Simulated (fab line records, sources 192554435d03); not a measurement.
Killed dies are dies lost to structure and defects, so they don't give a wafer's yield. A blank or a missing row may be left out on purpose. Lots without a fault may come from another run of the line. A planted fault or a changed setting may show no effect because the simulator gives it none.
Chamber matching | flow n5_finfet | N5_BEOL_M11_ETCH_62 on rie_diel-01: 4 sister chambers
The step etches SOC in N2/H2, target depth 110 nm, overetch 22 nm, time 165 s. 8 wafers are shown with their chamber, then 7 later ones without.

WAFERS WITH THEIR CHAMBER
wafer  | chamber | showerhead_plenum_p_Torr (Torr) | drypump_motor_current_A (A)
L078.3 | 1       | 2.61                            | 5.6
L079.5 | 0       | 2.55                            | 5.3
L082.1 | 1       | 2.60                            | 5.5
L085.3 | 0       | 2.54                            | 5.3
L085.4 | 3       | 2.40                            | 5.5
L085.5 | 2       | 2.53                            | 6.1
L086.1 | 3       | 2.40                            | 5.5
L086.2 | 2       | 2.53                            | 6.1

WAFERS WITHOUT THEIR CHAMBER
wafer  | showerhead_plenum_p_Torr (Torr) | drypump_motor_current_A (A)
L086.5 | 2.53                            | 6.1
L090.3 | 2.60                            | 5.6
L090.5 | 2.53                            | 6.1
L090.6 | 2.60                            | 5.6
L095.1 | 2.53                            | 5.3
L095.4 | 2.53                            | 5.2
L095.5 | 2.52                            | 6.1

WHICH CHAMBER EACH WENT THROUGH
wafer  | from the rows above | in truth
L086.5 | 2                   | 2
L090.3 | 1                   | 1
L090.5 | 2                   | 2
L090.6 | 1                   | 1
L095.1 | 0                   | 0
L095.4 | 0                   | 0
L095.5 | 2                   | 2
Placed correctly: 7 of 7. Can't be placed from these rows: 0. Placed wrongly: 0.
How it was worked out, from the rows above alone: a wafer's distance from a chamber is the root of the sum, over the readings, of the square of ((its reading less the chamber's mean) divided by the reading's scatter). The wafer belongs to the nearest chamber; if the next one is less than 2 further off, it can't be placed. A chamber's mean is the mean of its shown wafers. The scatter: the root of (the sum of the squares of (reading less its chamber's mean) over the shown wafers, divided by (wafers less chambers)).
